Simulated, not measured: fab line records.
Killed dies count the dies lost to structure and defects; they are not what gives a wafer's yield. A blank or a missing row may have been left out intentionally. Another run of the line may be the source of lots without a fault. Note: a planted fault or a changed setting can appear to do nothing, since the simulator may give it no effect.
What tool caused it? ; flow n5Finfet ; 25 wafers from 9 lots sampled at 7 of the route's 1938 steps

## WHAT THE GAUGES READ, wafer by wafer
N5_FIN_SAQP_THK_MEAS_07. Usual: 59.9 nm for thkNm, sd 1.1.
lot;measured;on;thkNm (nm);flag
L142;day 1 21:11;filmMetro-01;60.8 60.3 61.6;
L145;day 2 15:48;filmMetro-01;59.9 59.8 59.8;
L148;day 3 09:10;filmMetro-01;60.5 60.5 59.8;
L154;day 4 21:29;filmMetro-02;64.4 59.9;
L155;day 5 05:05;filmMetro-02;64.0 58.4;
L156;day 5 08:45;filmMetro-01;64.6 60.8 61.5;
L157;day 5 16:11;filmMetro-01;59.6 61.5 59.8;
L159;day 6 03:33;filmMetro-02;58.8 59.3 60.3;
L164;day 7 09:55;filmMetro-01;57.4 60.9 58.4;

N5_BEOL_M4_RC_MEAS_101. Usual: DIBL_N 36.0 mV/V, standard deviation 2.5; DIBL_P 36.2 mV/V, standard deviation 3; IOFF_N 0.16 nA/um, standard deviation 0.044; IOFF_P 0.21 nA/um, standard deviation 0.049; ION_N 671 uA/um, standard deviation 15; ION_P 461 uA/um, standard deviation 8.7; SS_N 71.5 mV/dec, standard deviation 0.72; SS_P 73.4 mV/dec, standard deviation 0.9; VT_N 251 mV, standard deviation 4.4; VT_P -250 mV, standard deviation 4.
lot;measured;on;DIBL_N (mV/V);DIBL_P (mV/V);IOFF_N (nA/um);IOFF_P (nA/um);ION_N (uA/um);ION_P (uA/um);SS_N (mV/dec);SS_P (mV/dec);VT_N (mV);VT_P (mV);flag
L142;day 8 12:22;prober-01;34.7 36.7 33.9;33.8 36.3 32.7;0.13 0.16 0.12;0.20 0.24 0.19;653 672 667;456 469 468;71.5 71.4 71.0;72.0 73.8 72.1;255 249 252;-250 -243 -246;
L145;day 9 14:58;prober-02;32.7 37.3 35.7;34.3 40.0 38.5;0.12 0.20 0.16;0.18 0.24 0.24;656 677 663;455 459 461;70.9 72.3 71.7;72.2 74.3 74.3;252 247 253;-249 -249 -247;
L148;day 10 03:35;prober-01;36.4 34.6 35.0;36.8 33.4 35.4;0.15 0.11 0.12;0.20 0.16 0.20;678 653 669;464 452 468;71.5 70.4 71.6;73.5 72.5 72.8;252 255 255;-251 -253 -252;
L154;day 11 20:52;prober-02;40.2 38.9;39.5 37.9;0.21 0.18;0.29 0.24;695 676;476 471;72.0 72.1;74.3 73.6;243 247;-245 -248;
L155;day 11 18:24;prober-01;36.0 36.6;36.7 38.2;0.15 0.17;0.22 0.24;671 686;461 471;71.7 71.6;73.2 74.0;252 250;-247 -244;
L156;day 12 12:41;prober-01;34.6 38.4 39.2;35.0 39.2 41.3;0.12 0.19 0.21;0.17 0.25 0.28;659 686 685;452 464 466;70.8 71.7 72.1;72.6 74.5 73.9;257 248 247;-250 -249 -249;
L157;day 12 11:42;prober-02;34.1 37.7 34.2;35.5 38.3 35.0;0.13 0.21 0.14;0.21 0.25 0.20;669 676 667;466 466 466;71.0 72.5 71.3;73.4 74.1 73.2;251 247 249;-248 -247 -252;
L159;day 13 13:41;prober-02;36.5 40.5 36.9;36.2 40.6 37.0;0.14 0.22 0.14;0.20 0.27 0.22;670 674 665;456 460 464;71.0 72.4 71.9;73.2 74.5 74.0;250 246 253;-254 -248 -250;
L164;day 13 20:39;prober-01;40.1 36.2 37.9;40.6 35.1 37.6;0.25 0.13 0.19;0.31 0.19 0.25;689 651 675;470 453 463;73.0 71.1 71.8;74.3 73.0 73.6;245 255 246;-242 -252 -246;

## TOOL THAT RAN EACH LOT (tool first, then ch and the chambers of the sampled wafers, then the start)
lot;N5_FIN_SAQP_PECVD_06;N5_FIN_SAQP_HM_DEP_72;N5_FIN_SAQP_HM_OPEN_73;N5_FIN_SAQP_MANDREL_ETCH_22;N5_FIN_SAQP_STRIP_55
L142;pecvd-02 ch 0,2, day 1 21:06;pecvd-01 ch 0,1,2, day 1 21:14;rieDiel-05 ch 0,2,3, day 1 21:58;rieSi-01 ch 1,2,3, day 1 22:04;rieDiel-05 ch 0,1, day 1 22:09
L145;pecvd-02 ch 0,1, day 2 15:43;pecvd-02 ch 0,1, day 2 15:52;rieDiel-01 ch 2,3, day 2 16:29;rieSi-06 ch 1,2,3, day 2 16:34;rieDiel-01 ch 1,2, day 2 16:40
L148;pecvd-02 ch 0,1,2, day 3 09:06;pecvd-04 ch 0,1,2, day 3 09:13;rieDiel-02 ch 1,2,3, day 3 09:56;rieSi-01 ch 1,2,3, day 3 10:01;rieDiel-01 ch 0,1,3, day 3 10:08
L154;pecvd-02 ch 0,2, day 4 21:23;pecvd-04 ch 0,1, day 4 21:31;rieDiel-05 ch 1,2, day 4 22:08;rieSi-06 ch 0,1, day 4 22:13;rieDiel-05 ch 1,2, day 4 22:19
L155;pecvd-02 ch 0,1, day 5 04:59;pecvd-04 ch 0,1, day 5 05:07;rieDiel-02 ch 0,2, day 5 05:44;rieSi-05 ch 0,3, day 5 05:49;rieDiel-02 ch 1,3, day 5 05:55
L156;pecvd-02 ch 0,1,2, day 5 08:40;pecvd-04 ch 0,2, day 5 08:47;rieDiel-02 ch 1,2,3, day 5 09:40;rieSi-05 ch 0,1, day 5 09:46;rieDiel-05 ch 0,3, day 5 09:58
L157;pecvd-01 ch 0,2, day 5 16:05;pecvd-02 ch 0,2, day 5 16:13;rieDiel-02 ch 0,3, day 5 16:50;rieSi-01 ch 0,3, day 5 16:55;rieDiel-05 ch 0,3, day 5 17:01
L159;pecvd-01 ch 0,1,2, day 6 03:28;pecvd-02 ch 0,1,2, day 6 03:35;rieDiel-02 ch 0,1,3, day 6 04:30;rieSi-05 ch 0,1,3, day 6 04:35;rieDiel-01 ch 0,1,2, day 6 04:46
L164;pecvd-04 ch 0,1, day 7 09:50;pecvd-01 ch 1,2, day 7 09:57;rieDiel-01 ch 0,3, day 7 10:34;rieSi-05 ch 1,2, day 7 10:40;rieDiel-01 ch 1,2, day 7 10:46
- N5_FIN_SAQP_PECVD_06: deposits a-Si from SiH4/He, target thk 60 nm, time 48.1 s.
- N5_FIN_SAQP_HM_DEP_72: deposits SiO2 from SiH4/N2O, target thk 12 nm, time 7.2 s.
- N5_FIN_SAQP_HM_OPEN_73: chemistry CHF3/O2, target SiO2, stops on a-Si, target depth 12 nm, time 16.8 s.
- N5_FIN_SAQP_MANDREL_ETCH_22: etches a-Si in HBr/Cl2, stops on SiNx, target depth 60 nm, bt time 10 s, time 30 s.
- N5_FIN_SAQP_STRIP_55: strips in N2/H2.

## AS READ BY THE TOOLS THEMSELVES (means over the sampled wafers that have a number; for cases with no such wafer, the mark the record gives instead)
N5_FIN_SAQP_PECVD_06. Usual: heaterPowerW 828 W, standard deviation 160; showerheadPlenumPTorr 5.67 Torr, standard deviation 0.046; throttleValvePct 17.9 %, standard deviation 0.82.
lot;tool;heaterPowerW (W);showerheadPlenumPTorr (Torr);throttleValvePct (%);flag
L142;pecvd-02;851;5.72;19.8;
L145;pecvd-02;687;5.72;17.0;
L148;pecvd-02;830;5.71;17.2;
L154;pecvd-02;726;5.73;16.7;
L155;pecvd-02;782;5.71;17.3;
L156;pecvd-02;806;5.71;17.0;
L157;pecvd-01;865;5.64;18.4;
L159;pecvd-01;798;5.67;18.3;
L164;pecvd-04;811;5.66;18.0;

N5_FIN_SAQP_HM_DEP_72. Usual: heaterPowerW 757 W, standard deviation 160; showerheadPlenumPTorr 8.17 Torr, standard deviation 0.13.
lot;tool;heaterPowerW (W);showerheadPlenumPTorr (Torr);flag
L142;pecvd-01;762;8.14;
L145;pecvd-02;658;8.31;
L148;pecvd-04;767;8.06;
L154;pecvd-04;658;8.12;
L155;pecvd-04;651;8.11;
L156;pecvd-04;916;7.97;
L157;pecvd-02;675;8.33;
L159;pecvd-02;791;8.26;
L164;pecvd-01;615;8.13;

N5_FIN_SAQP_HM_OPEN_73. Usual: O2_flow_sccm 5.001 sccm, standard deviation 0.014; drypumpMotorCurrentA 5.8 A, standard deviation 0.48; oesProductAu 0.46 a.u., standard deviation 0.037; rfVppV 526 V, standard deviation 18; showerheadPlenumPTorr 2.42 Torr, standard deviation 0.073; throttleValvePct 18.93 %, standard deviation 0.25.
lot;tool;O2_flow_sccm (sccm);drypumpMotorCurrentA (A);oesProductAu (a.u.);rfVppV (V);showerheadPlenumPTorr (Torr);throttleValvePct (%);flag
L142;rieDiel-05;4.997;6.0;0.46;525;2.42;18.77;
L145;rieDiel-01;5.002;5.7;0.48;534;2.48;19.01;
L148;rieDiel-02;5.005;5.8;0.46;533;2.38;18.89;
L154;rieDiel-05;5.019;5.3;0.43;534;2.45;19.03;
L155;rieDiel-02;4.999;5.5;0.47;519;2.42;18.98;
L156;rieDiel-02;5.002;5.9;0.51;533;2.37;18.74;
L157;rieDiel-02;4.997;5.5;0.49;503;2.39;18.99;
L159;rieDiel-02;5.001;5.7;0.49;517;2.36;18.83;
L164;rieDiel-01;5.012;5.9;0.44;512;2.37;19.01;

N5_FIN_SAQP_MANDREL_ETCH_22. Usual: drypumpMotorCurrentA 5.5 A, standard deviation 0.51; oesProductAu 0.766 a.u., standard deviation 0.012; throttleValvePct 35.42 %, standard deviation 0.29.
lot;tool;drypumpMotorCurrentA (A);oesProductAu (a.u.);throttleValvePct (%);flag
L142;rieSi-01;5.5;0.768;35.52;
L145;rieSi-06;5.3;0.759;35.16;
L148;rieSi-01;5.5;0.766;35.55;
L154;rieSi-06;6.3;0.782;35.21;
L155;rieSi-05;5.2;0.774;35.38;
L156;rieSi-05;5.2;0.787;35.71;
L157;rieSi-01;5.9;0.769;35.39;
L159;rieSi-05;5.3;0.765;35.50;
L164;rieSi-05;5.6;0.768;35.60;

N5_FIN_SAQP_STRIP_55. Usual: drypumpMotorCurrentA 5.9 A, standard deviation 0.47; oesProductAu 0.75 a.u., standard deviation 0.052; powerW 499.9 W, standard deviation 1.4; rfVppV 121.8 V, standard deviation 1.4; showerheadPlenumPTorr 3.39 Torr, standard deviation 0.11; throttleValvePct 19.0 %, standard deviation 0.36.
lot;tool;drypumpMotorCurrentA (A);oesProductAu (a.u.);powerW (W);rfVppV (V);showerheadPlenumPTorr (Torr);throttleValvePct (%);flag
L142;rieDiel-05;5.9;0.79;499.2;122.0;3.34;19.1;
L145;rieDiel-01;6.0;0.77;498.9;122.2;3.51;19.1;
L148;rieDiel-01;6.2;0.74;499.3;121.4;3.36;18.9;
L154;rieDiel-05;5.3;0.72;499.2;123.1;3.39;18.9;
L155;rieDiel-02;5.9;0.88;500.4;120.0;3.30;19.3;
L156;rieDiel-05;5.9;0.72;500.4;121.3;3.39;18.8;
L157;rieDiel-05;5.9;0.73;500.1;121.7;3.39;18.8;
L159;rieDiel-01;6.1;0.71;500.0;121.6;3.39;19.1;
L164;rieDiel-01;6.0;0.74;500.3;121.9;3.49;19.1;

## THE ANSWER, worked out from the rows above alone
Rule: take the mean of a lot's wafers that have a number; if it is more than 3 standard deviations from the usual mean, the lot is off. Also off: a lot with no number at a reading for which 4 or more lots have one. All remaining lots with rows at the step are treated as sound. The gauges are gone through in route order, then the tools' own readings, and for those a lot's mean is taken as printed above. At the first step where some lot is off, the reading lying furthest off is the one used; lots without a number count as furthest.
Across all readings shown, no lot is off: no conclusion can be drawn from this.

## WHAT THE SIMULATOR HAD PUT IN
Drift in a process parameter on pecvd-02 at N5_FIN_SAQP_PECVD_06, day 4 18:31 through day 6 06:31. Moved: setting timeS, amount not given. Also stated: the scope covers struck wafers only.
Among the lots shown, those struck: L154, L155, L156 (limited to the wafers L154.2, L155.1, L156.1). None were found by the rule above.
